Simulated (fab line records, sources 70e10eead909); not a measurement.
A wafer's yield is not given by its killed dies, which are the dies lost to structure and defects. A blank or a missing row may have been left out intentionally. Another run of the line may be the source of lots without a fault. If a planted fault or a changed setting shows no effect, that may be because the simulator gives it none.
Code-filled problem report in 8D (eight disciplines) form ; flow nand_harc ; the parts of the form that need people (team, actions taken, sign-off) are left out

1. THE ISSUE
Mean of susceptor_temp_C at NHARC_A_ONON_D1_DEP_06: 422.94 C across 6 wafers in 2 lots; on wafers with no fault it is 400.00 C (standard deviation 0.21). So: +99 or more standard deviations from the usual mean.
The step: target thk 1000 nm.
First observed at day 9 21:58: wafer L961.2, on pecvd_onon-02. The record holds 42 wafers of 14 lots with a number at this step. By rule, "out" or "out of limits" means more than 4 standard deviations away from the usual mean. The rest of the wafers with a number are treated as sound.

2. WHAT IT IS; WHAT IT IS NOT
question;is;is not
which readings at this step;susceptor_temp_C;n2o_flow_sccm
which lots;L961, L964;L953, L954, L956, L960, L965, L966, L968, L971, L972, L973, L974, L975
which wafers of those lots;all that have a number;-
read on which tools;pecvd_onon-02;pecvd_onon-03, pecvd_onon-04
when;from day 9 21:58;"up to then (12 sound wafers); but 24 sound wafers of L965, L966, L968, L971, L972, L973, L974, L975 came after"

3. WHAT RULES OUT EACH SUSPECT
Counting: a tool stays on the suspect list if, at a process step up to the reading, it processed all lots that are out and no sound lot following the first of them.
- cmp-04 at NHARC_P_BONDPAD_CMP_19 (polishes, t overpolish 30 s, cu recess touch 16 s, target thk 160.81 nm): ruled out as a lasting fault. The sound lots L966, L968, L971 went through it after L961, its earliest lot that is out (day 8 20:14).
- pecvd_onon-02 at NHARC_A_ONON_D1_DEP_06 (target thk 1000 nm): kept. It ran every lot that is out, first L961 (day 9 21:58), and no sound lot after that; its last sound lot up to then is L953 (day 7 20:53). Out on those wafers are its own readings of susceptor_temp_C.
The count leaves pecvd_onon-02 at NHARC_A_ONON_D1_DEP_06.

4. THE CAUSE (what the simulator had put in)
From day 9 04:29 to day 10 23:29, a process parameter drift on pecvd_onon-02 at NHARC_A_ONON_D1_DEP_06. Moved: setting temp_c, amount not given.
The count eliminated every tool but this one.

5. THE CHAIN OF EFFECTS, in route order
Rows list readings where the struck wafers' mean (over those with a number) sits beyond 3 standard deviations from the usual. Only readings whose record carries a usual standard deviation are examined. hours: median over the lots of the time between each lot's start at the first step of this table that gives one and its start at this step. sigmas: the change, counted in usual standard deviations.
hours;step;reading;usual;on struck wafers;change;sigmas
0;NHARC_A_ONON_D1_DEP_06;susceptor_temp_C;400.00 C;422.94;+22.94;+99 or more
It contains these process steps:
- NHARC_A_ONON_D1_DEP_06: target thk 1000 nm.

6. WHAT WOULD HAVE CAUGHT IT SOONER
17 hours passed between the start of the fault at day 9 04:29 and the first reading out of limits in this record, taken at day 9 21:58.
